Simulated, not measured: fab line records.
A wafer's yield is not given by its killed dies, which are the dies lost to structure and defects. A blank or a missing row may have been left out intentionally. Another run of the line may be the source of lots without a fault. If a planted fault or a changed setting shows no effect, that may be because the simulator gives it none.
Matching of chambers || flow n5Finfet || N5_BEOL_M10_ILD_DEP_00 on pecvd-04: 3 sister chambers
The step deposits SiCOH lowk from DEMS/porogen, target thk 308.51 nm, time 58 s. 6 wafers are shown with their chamber, then 10 later ones without.

## WAFERS PAIRED WITH THEIR CHAMBERS
{"wafer": "L085.4", "chamber": 2, "throttleValvePct (%)": 12.7, "heaterPowerW (W)": 258}
{"wafer": "L089.2", "chamber": 0, "throttleValvePct (%)": 15.1, "heaterPowerW (W)": 312}
{"wafer": "L089.3", "chamber": 1, "throttleValvePct (%)": 14.0, "heaterPowerW (W)": 330}
{"wafer": "L089.6", "chamber": 1, "throttleValvePct (%)": 13.8, "heaterPowerW (W)": 320}
{"wafer": "L090.4", "chamber": 2, "throttleValvePct (%)": 12.5, "heaterPowerW (W)": 257}
{"wafer": "L090.5", "chamber": 0, "throttleValvePct (%)": 15.0, "heaterPowerW (W)": 315}

## WAFERS WITH NO CHAMBER GIVEN
{"wafer": "L090.6", "throttleValvePct (%)": 14.0, "heaterPowerW (W)": 313}
{"wafer": "L093.1", "throttleValvePct (%)": 12.7, "heaterPowerW (W)": 305}
{"wafer": "L093.3", "throttleValvePct (%)": 14.8, "heaterPowerW (W)": 310}
{"wafer": "L093.4", "throttleValvePct (%)": 12.6, "heaterPowerW (W)": 313}
{"wafer": "L094.4", "throttleValvePct (%)": 14.0, "heaterPowerW (W)": 334}
{"wafer": "L094.5", "throttleValvePct (%)": 12.7, "heaterPowerW (W)": 276}
{"wafer": "L094.6", "throttleValvePct (%)": 15.4, "heaterPowerW (W)": 271}
{"wafer": "L095.2", "throttleValvePct (%)": 12.8, "heaterPowerW (W)": 312}
{"wafer": "L095.3", "throttleValvePct (%)": 15.3, "heaterPowerW (W)": 284}
{"wafer": "L095.5", "throttleValvePct (%)": 14.0, "heaterPowerW (W)": 312}

## WHICH CHAMBER EACH WENT THROUGH
{"wafer": "L090.6", "from the rows above": 1, "in truth": 1}
{"wafer": "L093.1", "from the rows above": "can't be placed: 1 or 2", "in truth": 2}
{"wafer": "L093.3", "from the rows above": 0, "in truth": 0}
{"wafer": "L093.4", "from the rows above": "can't be placed: 1 or 2", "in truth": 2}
{"wafer": "L094.4", "from the rows above": 1, "in truth": 1}
{"wafer": "L094.5", "from the rows above": 2, "in truth": 2}
{"wafer": "L094.6", "from the rows above": 0, "in truth": 0}
{"wafer": "L095.2", "from the rows above": 1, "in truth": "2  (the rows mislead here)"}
{"wafer": "L095.3", "from the rows above": 0, "in truth": 0}
{"wafer": "L095.5", "from the rows above": 1, "in truth": 1}
Correctly placed: 7 of 10. Can't be placed from these rows: 2 (the true chamber is among the candidates in 2). Number placed wrongly: 1.
How it was worked out, from the rows above alone: a wafer's distance from a chamber is the root of the sum, over the readings, of the square of ((its reading less the chamber's mean) divided by the reading's scatter). If the next closest chamber is less than 2 further off than the closest, the wafer can't be placed; otherwise it belongs to the closest. A chamber's mean is the mean of its shown wafers. The scatter is the square root of a quotient: the sum, over the shown wafers, of each reading's squared deviation from its chamber's mean, divided by wafers minus chambers.
